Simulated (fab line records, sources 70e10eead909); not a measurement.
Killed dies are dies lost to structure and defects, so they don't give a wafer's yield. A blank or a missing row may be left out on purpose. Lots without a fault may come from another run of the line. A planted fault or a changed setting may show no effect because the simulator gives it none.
Which tool did it? | flow nand_harc | 22 lots, 66 wafers sampled, at 6 steps of a route of 1159

WHAT THE GAUGES READ, wafer by wafer
The record holds no reading of a measuring or inspecting step that can be judged against a usual standard deviation.

WHICH TOOL RAN EACH LOT (tool, then ch and the chambers of the sampled wafers, then the start)
lot  | NHARC_A_CHANNEL_HOLE_D1_XSEM_31 | NHARC_A_CHANNEL_FILL_D1_ALD_03                 | NHARC_A_CHANNEL_FILL_D1_STRIP_28   | NHARC_A_STAIRCASE_ETCH_23      | NHARC_A_STAIRCASE_TRIM_198     | NHARC_A_STAIRCASE_TRIM_222
L074 | xsem-01 ch 0, day 8 14:23       | ald_sin_batch-02 ch 0, day 9 18:51 or earlier  | rie_diel-13 ch 0,3, day 9 18:51    | rie_diel-11 ch 0,1,2, no start | rie_diel-11 ch 1,3, no start   | rie_diel-03 ch 0,1, no start
L076 | xsem-02 ch 0, day 8 19:32       | ald_sin_batch-01 ch 0, day 9 18:51 or earlier  | rie_diel-09 ch 0,1,2, day 9 18:51  | rie_diel-03 ch 1,2, no start   | rie_diel-02 ch 0,1,2, no start | rie_diel-03 ch 1,2, no start
L075 | xsem-01 ch 0, day 8 21:16       | ald_sin_batch-01 ch 0, day 9 18:52 or earlier  | rie_diel-10 ch 0,2,3, day 9 18:52  | rie_diel-02 ch 0,2,3, no start | rie_diel-03 ch 2,3, no start   | rie_diel-11 ch 0,2,3, no start
L078 | xsem-02 ch 0, day 9 14:28       | ald_sin_batch-01 ch 0, day 10 14:44 or earlier | rie_diel-13 ch 1,2,3, day 10 14:44 | rie_diel-11 ch 0,2,3, no start | rie_diel-02 ch 0,1,3, no start | rie_diel-03 ch 0,2, no start
L077 | xsem-01 ch 0, day 9 14:40       | ald_sin_batch-01 ch 0, day 10 14:44 or earlier | rie_diel-10 ch 2,3, day 10 14:44   | rie_diel-02 ch 0,2,3, no start | rie_diel-11 ch 0,3, no start   | rie_diel-02 ch 0,1,2, no start
L079 | xsem-02 ch 0, day 9 19:02       | ald_sin_batch-01 ch 0, day 10 22:26 or earlier | rie_diel-13 ch 0,1,3, day 10 22:26 | rie_diel-02 ch 0,1,3, no start | rie_diel-02 ch 0,1,3, no start | rie_diel-02 ch 1,2,3, no start
L080 | xsem-01 ch 0, day 9 19:15       | ald_sin_batch-01 ch 0, day 10 22:26 or earlier | rie_diel-10 ch 0,3, day 10 22:26   | rie_diel-02 ch 1,2, no start   | rie_diel-11 ch 2,3, no start   | rie_diel-02 ch 1,2,3, no start
L081 | xsem-02 ch 0, day 10 05:56      | ald_sin_batch-03 ch 0, day 11 06:11 or earlier | rie_diel-10 ch 0,1,3, day 11 06:11 | rie_diel-11 ch 0,1,2, no start | rie_diel-03 ch 0,2,3, no start | rie_diel-03 ch 2,3, no start
L083 | xsem-01 ch 0, day 10 17:17      | ald_sin_batch-01 ch 0, day 11 19:00 or earlier | rie_diel-10 ch 1,3, day 11 19:00   | rie_diel-02 ch 0,1,3, no start | rie_diel-02 ch 0,1,3, no start | rie_diel-11 ch 0,2,3, no start
L082 | xsem-02 ch 0, day 10 19:02      | ald_sin_batch-01 ch 0, day 11 18:31 or earlier | rie_diel-13 ch 1,2,3, day 11 18:31 | rie_diel-11 ch 0,1,2, no start | rie_diel-11 ch 0,1,2, no start | rie_diel-02 ch 0,2,3, no start
L084 | xsem-01 ch 0, day 10 21:28      | ald_sin_batch-01 ch 0, day 11 23:46 or earlier | rie_diel-09 ch 0,1, day 11 23:46   | rie_diel-02 ch 2,3, no start   | rie_diel-11 ch 1,2, no start   | rie_diel-11 ch 0,2,3, no start
L088 | xsem-01 ch 0, day 11 23:32      | ald_sin_batch-01 ch 0, day 13 00:53 or earlier | rie_diel-13 ch 1,2,3, day 13 00:53 | rie_diel-11 ch 0,1,3, no start | rie_diel-11 ch 0,2,3, no start | rie_diel-03 ch 2,3, no start
L086 | xsem-02 ch 0, day 12 07:11      | ald_sin_batch-03 ch 0, day 13 08:43 or earlier | rie_diel-13 ch 0,1, day 13 08:43   | rie_diel-02 ch 0,1,3, no start | rie_diel-03 ch 1,2, no start   | rie_diel-11 ch 2,3, no start
L090 | xsem-01 ch 0, day 12 13:41      | ald_sin_batch-01 ch 0, day 13 14:13 or earlier | rie_diel-13 ch 0,2,3, day 13 14:13 | rie_diel-03 ch 0,1,2, no start | rie_diel-02 ch 1,2,3, no start | rie_diel-03 ch 1,2,3, no start
L089 | xsem-02 ch 0, day 12 14:13      | ald_sin_batch-01 ch 0, day 13 14:12 or earlier | rie_diel-10 ch 0,1,3, day 13 14:12 | rie_diel-03 ch 1,2, no start   | rie_diel-11 ch 0,2,3, no start | rie_diel-11 ch 2,3, no start
L087 | xsem-01 ch 0, day 12 17:50      | ald_sin_batch-01 ch 0, day 13 18:28 or earlier | rie_diel-10 ch 0,2,3, day 13 18:28 | rie_diel-11 ch 0,1,3, no start | rie_diel-02 ch 0,2,3, no start | rie_diel-03 ch 1,2,3, no start
L091 | xsem-02 ch 0, day 12 21:44      | ald_sin_batch-03 ch 0, day 13 22:22 or earlier | rie_diel-13 ch 2,3, day 13 22:22   | rie_diel-03 ch 1,2, no start   | rie_diel-11 ch 0,2, no start   | rie_diel-03 ch 1,2,3, no start
L092 | xsem-01 ch 0, day 13 05:15      | ald_sin_batch-03 ch 0, day 14 06:56 or earlier | rie_diel-10 ch 0,1,3, day 14 06:56 | rie_diel-11 ch 0,2,3, no start | rie_diel-11 ch 0,1,3, no start | rie_diel-02 ch 0,2,3, no start
L093 | xsem-02 ch 0, day 13 06:39      | ald_sin_batch-03 ch 0, day 14 06:56 or earlier | rie_diel-13 ch 0,1, day 14 06:56   | rie_diel-11 ch 1,2, no start   | rie_diel-11 ch 0,1,3, no start | rie_diel-11 ch 0,2,3, no start
L095 | xsem-01 ch 0, day 13 09:18      | ald_sin_batch-01 ch 0, day 14 10:47 or earlier | rie_diel-13 ch 0,1, day 14 10:47   | rie_diel-03 ch 0,3, no start   | rie_diel-02 ch 0,1,3, no start | rie_diel-02 ch 0,2,3, no start
L094 | xsem-02 ch 0, day 13 11:28      | ald_sin_batch-01 ch 0, day 14 10:47 or earlier | rie_diel-10 ch 2,3, day 14 10:47   | rie_diel-11 ch 0,1,3, no start | rie_diel-03 ch 0,1,2, no start | rie_diel-02 ch 0,2, no start
L096 | xsem-01 ch 0, day 14 06:14      | ald_sin_batch-01 ch 0, day 15 10:38 or earlier | rie_diel-10 ch 0,1,3, day 15 10:38 | rie_diel-03 ch 0,2,3, no start | rie_diel-11 ch 1,2,3, no start | rie_diel-11 ch 0,2,3, no start
- NHARC_A_CHANNEL_HOLE_D1_XSEM_31
- NHARC_A_CHANNEL_FILL_D1_ALD_03: deposits SiNx, target thk 6 nm, pulse time 60 s, ald cycles 58.
- NHARC_A_CHANNEL_FILL_D1_STRIP_28: strips in O2, time 20 s.
- NHARC_A_STAIRCASE_ETCH_23: etches the open film in C4F8/O2, target depth 100 nm, time 40.5 s.
- NHARC_A_STAIRCASE_TRIM_198: chemistry O2, time 211.2 s.
- NHARC_A_STAIRCASE_TRIM_222: chemistry O2, time 211.2 s.

WHAT THE TOOLS THEMSELVES READ (means of the sampled wafers that have a number; where no wafer has one, the mark that the record gives instead)
NHARC_A_CHANNEL_HOLE_D1_XSEM_31. Usual: bot_cd_nm 74.4 nm, standard deviation 1.2; bow_nm 8.61 nm, standard deviation 0.25; tilt_deg 0.07 degrees, standard deviation 0.031.
lot  | tool    | bot_cd_nm (nm) | bow_nm (nm) | tilt_deg (degrees) | flag
L074 | xsem-01 | 74.3           | 8.31        | 0.05               |
L076 | xsem-02 | 74.2           | 8.15        | 0.02               |
L075 | xsem-01 | 73.2           | 8.84        | 0.05               |
L078 | xsem-02 | 74.0           | 8.82        | 0.08               |
L077 | xsem-01 | 74.7           | 8.30        | 0.03               |
L079 | xsem-02 | 74.8           | 8.02        | 0.03               |
L080 | xsem-01 | 74.1           | 8.79        | 0.10               |
L081 | xsem-02 | 75.3           | 8.80        | 0.11               |
L083 | xsem-01 | 75.1           | 8.60        | 0.06               |
L082 | xsem-02 | 75.1           | 8.57        | 0.05               |
L084 | xsem-01 | 75.0           | 9.01        | 0.10               |
L088 | xsem-01 | 74.5           | 8.61        | 0.04               |
L086 | xsem-02 | 75.7           | 8.78        | 0.08               |
L090 | xsem-01 | 75.6           | 8.86        | 0.12               |
L089 | xsem-02 | 74.3           | 8.28        | 0.09               |
L087 | xsem-01 | 74.4           | 8.60        | 0.09               |
L091 | xsem-02 | 76.0           | 8.80        | 0.07               |
L092 | xsem-01 | 73.7           | 8.78        | 0.07               |
L093 | xsem-02 | 73.8           | 8.44        | 0.10               |
L095 | xsem-01 | 74.2           | 8.65        | 0.09               |
L094 | xsem-02 | 75.3           | 8.80        | 0.06               |
L096 | xsem-01 | 72.9           | 8.73        | 0.05               |

NHARC_A_CHANNEL_FILL_D1_ALD_03. Usual: precursor_pulse_height_rel 1.000, standard deviation 0.02.
lot  | tool             | precursor_pulse_height_rel | flag
L074 | ald_sin_batch-02 | 1.012                      |
L076 | ald_sin_batch-01 | 1.000                      |
L075 | ald_sin_batch-01 | 0.995                      |
L078 | ald_sin_batch-01 | 0.984                      |
L077 | ald_sin_batch-01 | 0.999                      |
L079 | ald_sin_batch-01 | 0.995                      |
L080 | ald_sin_batch-01 | 1.000                      |
L081 | ald_sin_batch-03 | 0.994                      |
L083 | ald_sin_batch-01 | 0.999                      |
L082 | ald_sin_batch-01 | 1.003                      |
L084 | ald_sin_batch-01 | 0.998                      |
L088 | ald_sin_batch-01 | 1.022                      |
L086 | ald_sin_batch-03 | 0.997                      |
L090 | ald_sin_batch-01 | 1.006                      |
L089 | ald_sin_batch-01 | 0.994                      |
L087 | ald_sin_batch-01 | 0.999                      |
L091 | ald_sin_batch-03 | 0.987                      |
L092 | ald_sin_batch-03 | 0.999                      |
L093 | ald_sin_batch-03 | 0.984                      |
L095 | ald_sin_batch-01 | 1.001                      |
L094 | ald_sin_batch-01 | 0.971                      |
L096 | ald_sin_batch-01 | 0.998                      |

NHARC_A_CHANNEL_FILL_D1_STRIP_28. Usual: chamber_pressure_mTorr 60.00 mTorr, standard deviation 0.056; drypump_motor_current_A 5.56 A, standard deviation 0.28; oes_product_au 1.002 a.u., standard deviation 0.0099; rf_vpp_V 57.7 V, standard deviation 0.87; showerhead_plenum_p_Torr 3.49 Torr, standard deviation 0.13; throttle_valve_pct 17.036 %, standard deviation 0.009.
lot  | tool        | chamber_pressure_mTorr (mTorr) | drypump_motor_current_A (A) | oes_product_au (a.u.) | rf_vpp_V (V) | showerhead_plenum_p_Torr (Torr) | throttle_valve_pct (%) | flag
L074 | rie_diel-13 | 60.01                          | 5.74                        | 1.008                 | 58.6         | 3.57                            | 17.040                 |
L076 | rie_diel-09 | 60.03                          | 5.74                        | 0.995                 | 57.5         | 3.34                            | 17.040                 |
L075 | rie_diel-10 | 59.97                          | 5.50                        | 1.008                 | 57.5         | 3.56                            | 17.033                 |
L078 | rie_diel-13 | 60.04                          | 5.54                        | 1.004                 | 57.6         | 3.48                            | 17.032                 |
L077 | rie_diel-10 | 59.97                          | 5.52                        | 1.008                 | 57.8         | 3.69                            | 17.037                 |
L079 | rie_diel-13 | 59.95                          | 5.52                        | 0.997                 | 57.5         | 3.50                            | 17.034                 |
L080 | rie_diel-10 | 59.99                          | 5.45                        | 1.008                 | 57.2         | 3.42                            | 17.031                 |
L081 | rie_diel-10 | 59.98                          | 5.58                        | 1.009                 | 58.1         | 3.44                            | 17.034                 |
L083 | rie_diel-10 | 60.05                          | 5.66                        | 1.002                 | 56.6         | 3.46                            | 17.038                 |
L082 | rie_diel-13 | 59.96                          | 5.54                        | 0.998                 | 57.9         | 3.48                            | 17.037                 |
L084 | rie_diel-09 | 60.02                          | 5.70                        | 1.004                 | 57.4         | 3.36                            | 17.035                 |
L088 | rie_diel-13 | 60.03                          | 5.55                        | 0.998                 | 57.2         | 3.48                            | 17.042                 |
L086 | rie_diel-13 | 60.01                          | 5.46                        | 1.004                 | 58.5         | 3.49                            | 17.036                 |
L090 | rie_diel-13 | 60.00                          | 5.70                        | 1.003                 | 57.6         | 3.54                            | 17.028                 |
L089 | rie_diel-10 | 60.03                          | 5.57                        | 1.008                 | 57.1         | 3.44                            | 17.039                 |
L087 | rie_diel-10 | 59.93                          | 5.50                        | 1.006                 | 57.6         | 3.56                            | 17.044                 |
L091 | rie_diel-13 | 60.00                          | 5.73                        | 0.993                 | 57.4         | 3.52                            | 17.042                 |
L092 | rie_diel-10 | 59.94                          | 5.57                        | 1.009                 | 57.1         | 3.44                            | 17.035                 |
L093 | rie_diel-13 | 60.00                          | 5.48                        | 0.999                 | 58.1         | 3.49                            | 17.033                 |
L095 | rie_diel-13 | 60.03                          | 5.46                        | 1.002                 | 58.2         | 3.49                            | 17.027                 |
L094 | rie_diel-10 | 60.00                          | 5.54                        | 1.010                 | 57.4         | 3.69                            | 17.035                 |
L096 | rie_diel-10 | 60.01                          | 5.57                        | 1.000                 | 57.9         | 3.44                            | 17.034                 |

NHARC_A_STAIRCASE_ETCH_23. Usual: chamber_pressure_mTorr 25.000 mTorr, standard deviation 0.021; oes_product_au 0.942 a.u., standard deviation 0.012; rf_vpp_V 895 V, standard deviation 4.7.
lot  | tool        | chamber_pressure_mTorr (mTorr) | oes_product_au (a.u.) | rf_vpp_V (V) | flag
L074 | rie_diel-11 | 25.012                         | 0.946                 | 900          |
L076 | rie_diel-03 | 25.014                         | 0.952                 | 899          |
L075 | rie_diel-02 | 25.024                         | 0.938                 | 891          |
L078 | rie_diel-11 | 24.991                         | 0.949                 | 899          |
L077 | rie_diel-02 | 25.016                         | 0.942                 | 890          |
L079 | rie_diel-02 | 25.007                         | 0.935                 | 888          |
L080 | rie_diel-02 | 24.993                         | 0.949                 | 889          |
L081 | rie_diel-11 | 24.998                         | 0.957                 | 899          |
L083 | rie_diel-02 | 24.993                         | 0.943                 | 889          |
L082 | rie_diel-11 | 24.995                         | 0.947                 | 898          |
L084 | rie_diel-02 | 25.017                         | 0.941                 | 888          |
L088 | rie_diel-11 | 25.012                         | 0.943                 | 896          |
L086 | rie_diel-02 | 25.018                         | 0.942                 | 889          |
L090 | rie_diel-03 | 24.975                         | 0.926                 | 897          |
L089 | rie_diel-03 | 24.995                         | 0.937                 | 898          |
L087 | rie_diel-11 | 24.993                         | 0.931                 | 897          |
L091 | rie_diel-03 | 24.974                         | 0.937                 | 899          |
L092 | rie_diel-11 | 25.006                         | 0.945                 | 898          |
L093 | rie_diel-11 | 25.021                         | 0.940                 | 900          |
L095 | rie_diel-03 | 24.997                         | 0.931                 | 893          |
L094 | rie_diel-11 | 25.008                         | 0.940                 | 897          |
L096 | rie_diel-03 | 24.995                         | 0.934                 | 895          |

NHARC_A_STAIRCASE_TRIM_198. Usual: chamber_pressure_mTorr 60.01 mTorr, standard deviation 0.056; drypump_motor_current_A 5.8 A, standard deviation 0.38; oes_product_au 1.002 a.u., standard deviation 0.01; rf_vpp_V 57.9 V, standard deviation 0.8; showerhead_plenum_p_Torr 3.55 Torr, standard deviation 0.13; throttle_valve_pct 17.037 %, standard deviation 0.0088.
lot  | tool        | chamber_pressure_mTorr (mTorr) | drypump_motor_current_A (A) | oes_product_au (a.u.) | rf_vpp_V (V) | showerhead_plenum_p_Torr (Torr) | throttle_valve_pct (%) | flag
L074 | rie_diel-11 | 59.99                          | 5.6                         | 1.007                 | 57.5         | 3.58                            | 17.037                 |
L076 | rie_diel-02 | 59.98                          | 5.7                         | 1.007                 | 57.5         | 3.39                            | 17.048                 |
L075 | rie_diel-03 | 60.03                          | 5.8                         | 0.988                 | 58.1         | 3.58                            | 17.036                 |
L078 | rie_diel-02 | 59.95                          | 5.9                         | 1.000                 | 57.6         | 3.33                            | 17.035                 |
L077 | rie_diel-11 | 60.02                          | 5.7                         | 0.998                 | 58.2         | 3.58                            | 17.033                 |
L079 | rie_diel-02 | 60.02                          | 6.0                         | 0.998                 | 57.9         | 3.33                            | 17.032                 |
L080 | rie_diel-11 | 60.05                          | 5.4                         | 1.005                 | 57.8         | 3.65                            | 17.031                 |
L081 | rie_diel-03 | 59.98                          | 5.9                         | 0.995                 | 58.2         | 3.53                            | 17.039                 |
L083 | rie_diel-02 | 60.09                          | 5.9                         | 0.999                 | 57.6         | 3.33                            | 17.041                 |
L082 | rie_diel-11 | 59.99                          | 5.8                         | 1.009                 | 57.9         | 3.60                            | 17.042                 |
L084 | rie_diel-11 | 60.02                          | 5.5                         | 1.012                 | 58.2         | 3.63                            | 17.035                 |
L088 | rie_diel-11 | 59.96                          | 5.7                         | 1.000                 | 59.1         | 3.60                            | 17.042                 |
L086 | rie_diel-03 | 59.95                          | 5.7                         | 0.997                 | 58.4         | 3.58                            | 17.036                 |
L090 | rie_diel-02 | 60.01                          | 5.7                         | 1.003                 | 58.3         | 3.68                            | 17.035                 |
L089 | rie_diel-11 | 59.98                          | 5.7                         | 1.006                 | 57.8         | 3.59                            | 17.041                 |
L087 | rie_diel-02 | 60.00                          | 6.2                         | 1.004                 | 58.4         | 3.56                            | 17.029                 |
L091 | rie_diel-11 | 59.97                          | 5.6                         | 1.015                 | 57.6         | 3.62                            | 17.026                 |
L092 | rie_diel-11 | 60.01                          | 5.8                         | 0.992                 | 57.4         | 3.56                            | 17.034                 |
L093 | rie_diel-11 | 60.06                          | 5.8                         | 0.999                 | 57.7         | 3.55                            | 17.043                 |
L095 | rie_diel-02 | 59.96                          | 6.0                         | 1.001                 | 58.3         | 3.67                            | 17.030                 |
L094 | rie_diel-03 | 60.02                          | 5.8                         | 1.008                 | 57.4         | 3.57                            | 17.041                 |
L096 | rie_diel-11 | 60.00                          | 5.6                         | 0.998                 | 58.5         | 3.59                            | 17.041                 |

NHARC_A_STAIRCASE_TRIM_222. Usual: chamber_pressure_mTorr 60.00 mTorr, standard deviation 0.055; drypump_motor_current_A 5.8 A, standard deviation 0.36; oes_product_au 1.000 a.u., standard deviation 0.0095; rf_vpp_V 57.8 V, standard deviation 0.92; showerhead_plenum_p_Torr 3.53 Torr, standard deviation 0.14; throttle_valve_pct 17.037 %, standard deviation 0.0094.
lot  | tool        | chamber_pressure_mTorr (mTorr) | drypump_motor_current_A (A) | oes_product_au (a.u.) | rf_vpp_V (V) | showerhead_plenum_p_Torr (Torr) | throttle_valve_pct (%) | flag
L074 | rie_diel-03 | 59.95                          | 5.8                         | 1.003                 | 57.7         | 3.54                            | 17.038                 |
L076 | rie_diel-03 | 60.04                          | 5.8                         | 0.994                 | 57.8         | 3.60                            | 17.026                 |
L075 | rie_diel-11 | 60.00                          | 5.7                         | 1.001                 | 57.7         | 3.61                            | 17.027                 |
L078 | rie_diel-03 | 59.98                          | 5.9                         | 1.003                 | 57.5         | 3.58                            | 17.041                 |
L077 | rie_diel-02 | 59.97                          | 5.7                         | 1.011                 | 56.4         | 3.39                            | 17.036                 |
L079 | rie_diel-02 | 60.00                          | 5.7                         | 1.005                 | 56.9         | 3.33                            | 17.041                 |
L080 | rie_diel-02 | 59.94                          | 5.8                         | 1.006                 | 57.4         | 3.33                            | 17.037                 |
L081 | rie_diel-03 | 59.99                          | 5.8                         | 0.980                 | 57.3         | 3.57                            | 17.038                 |
L083 | rie_diel-11 | 60.02                          | 5.7                         | 1.006                 | 58.6         | 3.60                            | 17.044                 |
L082 | rie_diel-02 | 59.98                          | 6.2                         | 0.998                 | 57.8         | 3.38                            | 17.032                 |
L084 | rie_diel-11 | 59.98                          | 5.7                         | 1.003                 | 57.6         | 3.60                            | 17.037                 |
L088 | rie_diel-03 | 60.04                          | 5.8                         | 0.983                 | 57.6         | 3.47                            | 17.040                 |
L086 | rie_diel-11 | 60.06                          | 5.5                         | 1.008                 | 56.9         | 3.60                            | 17.037                 |
L090 | rie_diel-03 | 60.04                          | 5.8                         | 0.999                 | 58.6         | 3.52                            | 17.040                 |
L089 | rie_diel-11 | 60.03                          | 5.5                         | 0.998                 | 59.1         | 3.60                            | 17.042                 |
L087 | rie_diel-03 | 59.96                          | 5.7                         | 0.996                 | 58.4         | 3.52                            | 17.040                 |
L091 | rie_diel-03 | 60.00                          | 5.8                         | 0.998                 | 57.8         | 3.52                            | 17.029                 |
L092 | rie_diel-02 | 60.03                          | 6.2                         | 0.996                 | 57.5         | 3.55                            | 17.043                 |
L093 | rie_diel-11 | 59.99                          | 5.7                         | 1.000                 | 58.5         | 3.59                            | 17.039                 |
L095 | rie_diel-02 | 60.04                          | 6.2                         | 1.007                 | 57.9         | 3.55                            | 17.037                 |
L094 | rie_diel-02 | 59.95                          | 6.1                         | 0.998                 | 56.9         | 3.42                            | 17.037                 |
L096 | rie_diel-11 | 59.98                          | 5.7                         | 1.000                 | 58.3         | 3.59                            | 17.035                 |

THE ANSWER, worked out from the rows above alone
Rule: a lot is off if the mean of its wafers that have a number lies more than 3 standard deviations from the usual mean. A lot without any number at a reading at which 4 lots or more have one is off too. The other lots that the step has rows for count as sound. The gauges are gone through in route order, then the tools' own readings, and for those a lot's mean is taken as printed above. The first step at which some lot is off is used, and at that step the reading that is off furthest; a lot without a number counts as furthest.
No lot is off at any reading shown: from this, nothing can be told.

WHAT THE SIMULATOR HAD PUT IN
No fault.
